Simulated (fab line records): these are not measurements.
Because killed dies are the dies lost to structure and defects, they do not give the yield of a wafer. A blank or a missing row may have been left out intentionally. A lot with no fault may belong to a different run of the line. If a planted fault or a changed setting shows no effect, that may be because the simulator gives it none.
fab line records	flow nand_harc
record lots=14	wafers=42	last_day=24
route steps=1159 shown A_STAIRCASE@687
lots untouched by any fault: they come from a run of this same line in which no faults occurred
start_h: the number of hours between the record's first day and the start of the first shown wafer of the lot	wait_h: time in hours since the lot's previous step	" unchanged from the row above	L1.1+2: one row covering several wafers at once	- no value, or no start was given	* or withheld: withheld	< > ~ a bound
route shown NAME@n: a module of which the file shows steps, and the number in the route of the first	usual: mean/standard deviation taken from wafers without a fault	same: alike in all rows	chamber/n: place in a boat	sites: per-site readings	_std_site: the standard deviation of these	_edge_site: inner sites' mean taken away from outer sites' mean	radius_mm: how far each site lies from the wafer's centre	mask NAME#n: copy n	behind: the most recent tool/chamber to have shaped the wafer	hold: what put the lot on hold/how long, in hours/how the hold closed	device: the transistor (n, p or np) that didn't switch	end of line: at the end of the route, the tests of the same wafers	step lacking rows: just its recipe	killed: dies that structure and defects cost at the first sort, which is not the same as the wafer's yield	map: the dies of a wafer, with x for killed, . for not killed, _ for no die there
set.NAME: the setting as run; set.NAME@STEP: as run at that earlier step	model.NAME: the simulator's own value behind a step, which no gauge read
one table for each step of the route and one row for each wafer, over a sample of lots
services: the hour from which a tool's chamber was out of use, counted from the record's first day as start_h (under 0 if before that day), plus the number of hours and why
## steps
# step NHARC_A_STAIRCASE_DESCUM_312
# recipe time_s=3	o2_flow_sccm=200	ar_flow_sccm=0	bias_power_w=0	chemistry=O2
# usual drypump_motor_current_A=6.0/0.42	oes_product_au=0.999/0.011	rf_vpp_V=57.6/0.88	showerhead_plenum_p_Torr=1.86/0.064	throttle_valve_pct=11.310/0.0086
# same time_s=3
lot.wafer	tool	chamber	start_h	wait_h	drypump_motor_current_A	oes_product_au	rf_hours_counter_h	rf_vpp_V	showerhead_plenum_p_Torr	throttle_valve_pct
L801.3	rie_diel-08	3	261.57	-	5.5	0.989	50	57.5	1.86	11.324
L801.4	"	1	"	"	5.9	1.006	49	59.0	1.85	11.302
L801.5	"	2	"	"	6.5	0.991	-	57.8	1.95	11.310
L807.3	rie_diel-03	0	284.22	-	6.5	1.000	19	57.0	1.79	11.295
L807.1	"	2	"	"	5.6	1.000	19	56.1	1.81	11.310
L807.6	"	1	"	"	6.0	1.006	-	56.2	1.84	11.309
L806.1	rie_diel-03	3	286.21	-	5.3	1.026	18	58.0	1.87	11.309
L806.2	"	2	"	"	5.6	1.010	19	56.3	1.81	11.318
L806.5	"	3	"	"	5.3	1.011	-	57.4	1.87	11.300
L805.1	rie_diel-12	2	288.32	-	6.3	1.004	27	57.4	1.99	11.301
L805.2	"	1	"	"	5.9	0.995	29	58.1	1.82	11.317
L805.6	"	3	"	"	6.5	1.002	-	59.0	2.00	11.312
L808.2	rie_diel-03	0	305.36	-	6.5	1.016	27	57.4	1.79	11.315
L808.1	"	1	"	"	6.0	1.012	29	57.1	1.83	11.313
L808.4	"	2	"	"	5.6	1.011	28	58.4	1.81	11.310
L810.2	rie_diel-12	3	317.52	-	6.5	0.991	47	59.2	1.99	11.301
L810.3	"	1	"	"	5.9	1.001	42	57.2	1.81	11.314
L810.6	"	1	"	"	5.9	0.998	-	56.8	1.81	11.301
L809.1	rie_diel-08	1	318.54	-	5.9	1.012	2	57.4	1.85	11.300
L809.4	"	0	"	"	6.2	1.002	3	57.3	1.80	11.320
L809.5	"	1	"	"	5.9	1.019	-	57.8	1.85	11.306
L814.1	rie_diel-03	3	328.82	-	5.3	1.002	36	56.1	1.87	11.296
L814.2	"	0	"	"	6.5	1.012	37	57.2	1.78	11.304
L814.4	"	1	"	"	6.0	1.011	38	57.7	1.83	11.312
L815.3	rie_diel-12	3	338.74	-	6.5	0.993	57	58.0	1.99	11.312
L815.4	"	3	"	"	6.5	0.996	-	58.6	1.99	11.311
L815.5	"	2	"	"	6.3	0.989	-	59.0	1.98	11.298
L816.2	rie_diel-03	3	344.50	-	5.2	1.020	41	58.0	1.87	11.306
L816.4	"	1	"	"	6.0	0.999	42	56.4	1.83	11.302
L816.6	"	0	"	"	6.5	1.000	-	57.3	1.78	11.307
L821.1	rie_diel-03	3	373.89	-	5.3	1.005	50	57.6	1.86	11.309
L821.3	"	2	"	"	5.6	1.016	52	57.5	1.80	11.318
L821.6	"	3	"	"	5.2	1.017	-	58.0	1.86	11.321
L820.2	rie_diel-03	0	378.45	-	6.5	1.005	54	56.9	1.78	11.321
L820.1	"	1	"	"	6.0	1.014	55	57.0	1.83	11.318
L820.4	"	2	"	"	5.6	1.004	53	58.4	1.80	11.309
L823.2	rie_diel-08	3	388.27	-	5.5	0.980	30	57.2	1.85	11.315
L823.4	"	1	"	"	5.9	1.013	26	58.0	1.84	11.301
L823.5	"	2	"	"	6.5	0.995	-	58.1	1.94	11.326
L824.3	rie_diel-12	0	402.00	-	5.7	1.010	4	57.4	1.86	11.318
L824.4	"	1	"	"	5.9	0.989	3	57.1	1.80	11.311
L824.5	"	0	"	"	5.7	1.008	-	57.6	1.86	11.310
# step NHARC_A_STAIRCASE_HM_OPEN_463
# recipe o2_flow_sccm=400	cos_flow_sccm=20	ar_flow_sccm=0	rf_w=500	bias_w=300	chemistry=O2/COS
# usual drypump_motor_current_A=6.0/0.41	oes_product_au=1.001/0.01	rf_vpp_V=465.2/2.2	showerhead_plenum_p_Torr=3.03/0.098	throttle_valve_pct=28.328/0.0089
lot.wafer	tool	chamber	start_h	wait_h	drypump_motor_current_A	oes_product_au	rf_hours_counter_h	rf_vpp_V	showerhead_plenum_p_Torr	throttle_valve_pct
L801.3	rie_diel-08	3	-	-	5.6	0.991	50	466.2	3.04	28.345
L801.4	"	0	"	"	6.3	0.987	48	462.0	2.95	28.324
L801.5	"	2	"	"	6.5	0.987	-	468.5	3.18	28.339
L807.1	rie_diel-03	2	-	-	5.6	1.018	19	462.9	2.96	28.328
L807.3	"	0	"	"	6.5	1.002	19	460.4	2.93	28.333
L807.6	"	2	"	"	5.6	1.009	-	465.3	2.96	28.331
L806.1	rie_diel-03	1	-	-	6.0	1.000	21	465.5	3.00	28.322
L806.2	"	3	"	"	5.3	1.005	18	465.1	3.06	28.330
L806.5	"	0	"	"	6.5	1.008	-	463.5	2.93	28.318
L805.1	rie_diel-12	1	-	-	5.9	0.986	29	465.2	2.97	28.320
L805.2	"	3	"	"	6.5	0.999	33	469.5	3.25	28.332
L805.6	"	1	"	"	5.9	0.992	-	464.4	2.97	28.327
L808.1	rie_diel-03	3	-	-	5.3	1.015	26	466.1	3.06	28.329
L808.4	"	0	"	"	6.5	1.016	27	463.2	2.93	28.318
L808.2	"	2	"	"	5.6	1.014	28	463.6	2.96	28.309
L810.3	rie_diel-12	1	-	-	5.9	0.997	42	462.2	2.97	28.323
L810.2	"	2	"	"	6.3	1.013	41	468.1	3.23	28.336
L810.6	"	2	"	"	6.3	1.007	-	470.4	3.23	28.319
L809.1	rie_diel-08	0	-	-	6.2	0.996	3	463.1	2.94	28.313
L809.4	"	1	"	"	5.9	1.003	3	464.3	3.02	28.335
L809.5	"	3	"	"	5.5	0.992	-	465.3	3.03	28.328
L814.1	rie_diel-03	0	-	-	6.5	1.018	37	463.9	2.92	28.340
L814.4	"	1	"	"	6.0	1.007	38	464.1	3.00	28.334
L814.2	"	2	"	"	5.6	1.006	37	463.8	2.96	28.345
L815.3	rie_diel-12	3	-	-	6.5	0.998	57	469.8	3.24	28.321
L815.4	"	1	"	"	5.9	0.978	-	463.9	2.96	28.324
L815.5	"	2	"	"	6.3	1.004	-	468.9	3.22	28.336
L816.4	rie_diel-03	1	-	-	6.0	1.005	42	463.7	2.99	28.312
L816.2	"	3	"	"	5.3	1.017	41	463.9	3.05	28.318
L816.6	"	1	"	"	6.0	0.998	-	465.4	2.99	28.317
L821.3	rie_diel-03	3	-	-	5.3	1.019	50	463.8	3.04	28.348
L821.1	"	0	"	"	6.5	1.024	53	459.9	2.92	28.319
L821.6	"	0	"	"	6.5	1.013	-	463.3	2.92	28.319
L820.2	rie_diel-03	0	-	-	6.5	1.013	54	463.2	2.92	28.342
L820.1	"	1	"	"	6.0	1.002	55	464.3	2.99	28.334
L820.4	"	2	"	"	5.6	1.012	53	461.9	2.95	28.333
L823.4	rie_diel-08	2	-	-	6.5	0.995	28	466.8	3.16	28.330
L823.2	"	0	"	"	6.2	0.984	28	462.9	2.93	28.338
L823.5	"	2	"	"	6.5	0.990	-	467.7	3.16	28.316
L824.4	rie_diel-12	1	-	-	5.9	0.984	3	463.1	2.95	28.323
L824.3	"	0	"	"	5.7	1.009	4	466.1	3.04	28.327
L824.5	"	1	"	"	5.9	0.988	-	464.9	2.95	28.327
# step NHARC_A_STAIRCASE_ALD_415
# recipe target_thk_a=300	pulse_time_s=6	ald_cycles=300	temp_c=300	material=SiO2
# usual heater_power_w=462/59	precursor_pulse_height_rel=1.001/0.022
# same pulse_time_s=6
lot.wafer	tool	chamber	start_h	wait_h	heater_power_w	precursor_pulse_height_rel
L801.4	ald_hk-01	3	264.00	0.5	484	0.990
L801.3	"	0	"	"	453	1.015
L801.5	"	2	"	"	493	0.998
L807.3	ald_hk-04	2	286.08	0.1	381	0.984
L807.1	"	1	"	"	424	1.002
L807.6	"	3	"	"	405	1.000
L806.1	ald_hk-03	2	289.51	0.1	428	1.010
L806.2	"	0	"	"	554	0.992
L806.5	"	3	"	"	549	0.998
L805.2	ald_hk-03	1	291.49	0.6	524	0.970
L805.1	"	2	"	"	435	1.025
L805.6	"	3	"	"	552	0.973
L808.2	ald_hk-04	2	307.40	0.1	390	0.968
L808.4	"	3	"	"	403	1.005
L808.1	"	1	"	"	415	1.010
L810.3	ald_hk-03	1	319.64	0.1	513	1.051
L810.2	"	3	"	"	549	1.010
L810.6	"	1	"	"	517	1.011
L809.1	ald_hk-04	2	320.42	0.1	374	1.014
L809.4	"	3	"	"	417	0.983
L809.5	"	3	"	"	425	0.989
L814.1	ald_hk-04	0	330.95	0.1	432	1.036
L814.2	"	1	"	"	409	1.013
L814.4	"	2	"	"	385	0.981
L815.4	ald_hk-03	2	340.86	0.1	439	1.021
L815.3	"	1	"	"	541	0.989
L815.5	"	3	"	"	524	1.016
L816.2	ald_hk-04	3	346.40	0.1	419	0.984
L816.4	"	0	"	"	438	1.002
L816.6	"	0	"	"	434	1.015
L821.3	ald_hk-03	0	376.06	0.1	562	0.978
L821.1	"	3	"	"	543	1.027
L821.6	"	1	"	"	513	1.027
L820.4	ald_hk-04	0	380.40	0.1	450	0.980
L820.1	"	2	"	"	398	0.993
L820.2	"	3	"	"	424	0.989
L823.4	ald_hk-03	2	390.25	0.1	432	0.968
L823.2	"	1	"	"	518	1.020
L823.5	"	3	"	"	530	0.975
L824.4	ald_hk-04	3	403.86	0.1	423	1.006
L824.3	"	0	"	"	457	0.993
L824.5	"	0	"	"	444	0.961
# step NHARC_A_STAIRCASE_DEP_151
# recipe target_thk_a=38000	temp_c=400	target_thk_nm=3800	teos_flow_sccm=200	rf_w=500	material=SiO2
# usual heater_power_outer_w=369/61	heater_power_w=633/95
lot.wafer	tool	chamber	start_h	wait_h	heater_power_outer_w	heater_power_w
L801.4	pecvd-04	0	277.88	0.7	306	570
L801.3	"	2	"	"	311	550
L801.5	"	0	"	"	305	565
L807.3	pecvd-01	1	301.15	0.9	400	652
L807.1	"	2	"	"	450	767
L807.6	"	1	"	"	365	630
L806.1	pecvd-01	1	301.81	1.6	390	674
L806.2	"	2	"	"	412	770
L806.5	"	2	"	"	426	740
L805.2	pecvd-01	2	302.38	2.1	545	906
L805.1	"	0	"	"	419	718
L805.6	"	1	"	"	368	631
L808.1	pecvd-03	2	322.25	0.6	348	573
L808.2	"	0	"	"	376	639
L808.4	"	0	"	"	315	558
L810.2	pecvd-01	1	334.22	0.4	376	634
L810.3	"	0	"	"	357	605
L810.6	"	1	"	"	366	624
L809.1	pecvd-03	1	334.68	0.9	427	711
L809.4	"	0	"	"	309	569
L809.5	"	1	"	"	338	587
L814.1	pecvd-01	0	347.44	1.4	410	688
L814.2	"	1	"	"	432	706
L814.4	"	2	"	"	419	738
L815.3	pecvd-01	1	355.26	0.5	478	740
L815.5	"	0	"	"	319	579
L815.4	"	2	"	"	433	739
L816.2	pecvd-01	0	360.84	0.4	398	686
L816.4	"	0	"	"	332	565
L816.6	"	2	"	"	436	754
L821.3	pecvd-04	0	390.57	0.5	-	-
L821.1	"	1	"	"	-	-
L821.6	"	2	"	"	-	-
L820.1	pecvd-01	1	395.55	1.0	-	-
L820.2	"	2	"	"	-	-
L820.4	"	1	"	"	-	-
L823.2	pecvd-03	2	405.69	0.7	377	593
L823.5	"	0	"	"	316	546
L823.4	"	1	"	"	341	587
L824.3	pecvd-03	1	418.40	0.6	425	705
L824.4	"	0	"	"	312	560
L824.5	"	1	"	"	335	577
## services
tool	chamber	start_h	hours	kind
rie_diel-03	0	248.99	-	clean
rie_diel-03	1	248.99	-	clean
rie_diel-03	2	248.99	-	clean
rie_diel-03	3	248.99	-	clean
pecvd-04	1	250.71	32.5	repair
rie_diel-03	0	273.50	-	clean
rie_diel-03	1	273.50	-	clean
rie_diel-03	2	273.50	-	clean
rie_diel-03	3	273.50	-	clean
pecvd-03	-	292.26	13.0	pm
rie_diel-03	0	298.84	-	clean
rie_diel-03	1	298.84	-	clean
rie_diel-03	2	298.84	-	clean
rie_diel-08	-	301.95	9.0	pm
rie_diel-12	0	306.04	36.1	repair
pecvd-01	-	349.08	2.5	repair
pecvd-04	-	372.34	0.7	repair
pecvd-01	0	372.73	8.4	repair
pecvd-04	-	376.42	13.0	pm
rie_diel-12	-	379.45	9.0	pm
rie_diel-03	-	392.49	9.0	pm
pecvd-04	0	398.42	2.6	repair
rie_diel-08	3	412.25	7.3	repair
pecvd-01	-	418.00	13.0	pm
## key
first_sign step=NHARC_A_STAIRCASE_DEP_151	reading=tool_record	direction=missing
effect none on later readings
met_at NHARC_A_STAIRCASE_DEP_151
struck_lots L820,L821
later_rows_left_out L820.1,L820.2,L820.4,L821.1,L821.3,L821.6
sort_left_out L820.1,L820.2,L820.4,L821.1,L821.3,L821.6
tester_left_out L820,L821
not_acting_at NHARC_A_STAIRCASE_DESCUM_312,NHARC_A_STAIRCASE_HM_OPEN_463,NHARC_A_STAIRCASE_ALD_415
onset_between 360.84 390.57
fault kind=skipped_step_whole	tool=pecvd-01,pecvd-04	chamber=-	onset_h=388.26	steps=NHARC_A_STAIRCASE_DEP_151	scope=struck_lots_only
# tester_left_out: of these lots the tester's yield and bins aren't shown, on N5 and GAA mostly nor the transistor test; their killed dies are dies lost to structure and defects alone, not to doping, threshold or leakage, so they don't give the yield
# sort_left_out: the simulated sort isn't trusted on such a fault, so these wafers' sort isn't shown, and their yield isn't known
# later_rows_left_out: the simulator's readings of these wafers behind a module that went badly wrong aren't trusted and aren't shown, but for the sort
